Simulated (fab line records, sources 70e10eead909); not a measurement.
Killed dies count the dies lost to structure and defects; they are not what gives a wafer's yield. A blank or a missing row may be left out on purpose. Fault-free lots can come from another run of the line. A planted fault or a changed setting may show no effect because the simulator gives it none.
Matching of chambers / flow nand-harc / 3 sister chambers for NHARC_P_M2_PRE_CLEAN_32 on pecvd-04
The step time 12 s. 6 wafers are shown with their chamber, then 8 later ones without.

## WAFERS PAIRED WITH THEIR CHAMBERS
wafer=L084.4; chamber=0; heater-power-w (W)=514; susceptor-temp-C (C)=369.84
wafer=L084.6; chamber=1; heater-power-w (W)=510; susceptor-temp-C (C)=369.88
wafer=L088.1; chamber=0; heater-power-w (W)=492; susceptor-temp-C (C)=370.00
wafer=L088.3; chamber=1; heater-power-w (W)=566; susceptor-temp-C (C)=370.19
wafer=L088.6; chamber=2; heater-power-w (W)=657; susceptor-temp-C (C)=369.98
wafer=L089.2; chamber=2; heater-power-w (W)=611; susceptor-temp-C (C)=369.66

## WAFERS MISSING THEIR CHAMBER
wafer=L089.3; heater-power-w (W)=586; susceptor-temp-C (C)=370.34
wafer=L089.4; heater-power-w (W)=612; susceptor-temp-C (C)=369.93
wafer=L092.2; heater-power-w (W)=545; susceptor-temp-C (C)=369.89
wafer=L092.4; heater-power-w (W)=538; susceptor-temp-C (C)=369.77
wafer=L092.5; heater-power-w (W)=549; susceptor-temp-C (C)=369.97
wafer=L096.1; heater-power-w (W)=552; susceptor-temp-C (C)=369.90
wafer=L096.2; heater-power-w (W)=511; susceptor-temp-C (C)=370.06
wafer=L096.4; heater-power-w (W)=520; susceptor-temp-C (C)=369.80

## WHICH CHAMBER EACH WENT THROUGH
wafer=L089.3; from the rows above=can't be placed: 1 or 2 or 0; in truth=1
wafer=L089.4; from the rows above=can't be placed: 2 or 1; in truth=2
wafer=L092.2; from the rows above=can't be placed: 1 or 0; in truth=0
wafer=L092.4; from the rows above=can't be placed: 1 or 0 or 2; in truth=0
wafer=L092.5; from the rows above=can't be placed: 1 or 0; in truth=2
wafer=L096.1; from the rows above=can't be placed: 1 or 0 or 2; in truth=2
wafer=L096.2; from the rows above=can't be placed: 0 or 1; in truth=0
wafer=L096.4; from the rows above=can't be placed: 0 or 1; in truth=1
Correctly placed: 0 of 8. Cannot be placed on the basis of these rows: 8; the candidates contain the true chamber in 7. Placed wrongly: 0.
How it was worked out, from the rows above alone: a wafer's distance from a chamber is the root of the sum, over the readings, of the square of ((its reading less the chamber's mean) divided by the reading's scatter). The wafer belongs to the nearest chamber; if the next one is less than 2 further off, it can't be placed. A chamber's mean is the mean of its shown wafers. How the scatter is found: for the shown wafers, subtract from each reading the mean of its chamber, square and add these, divide the total by (wafers less chambers), then take the root.
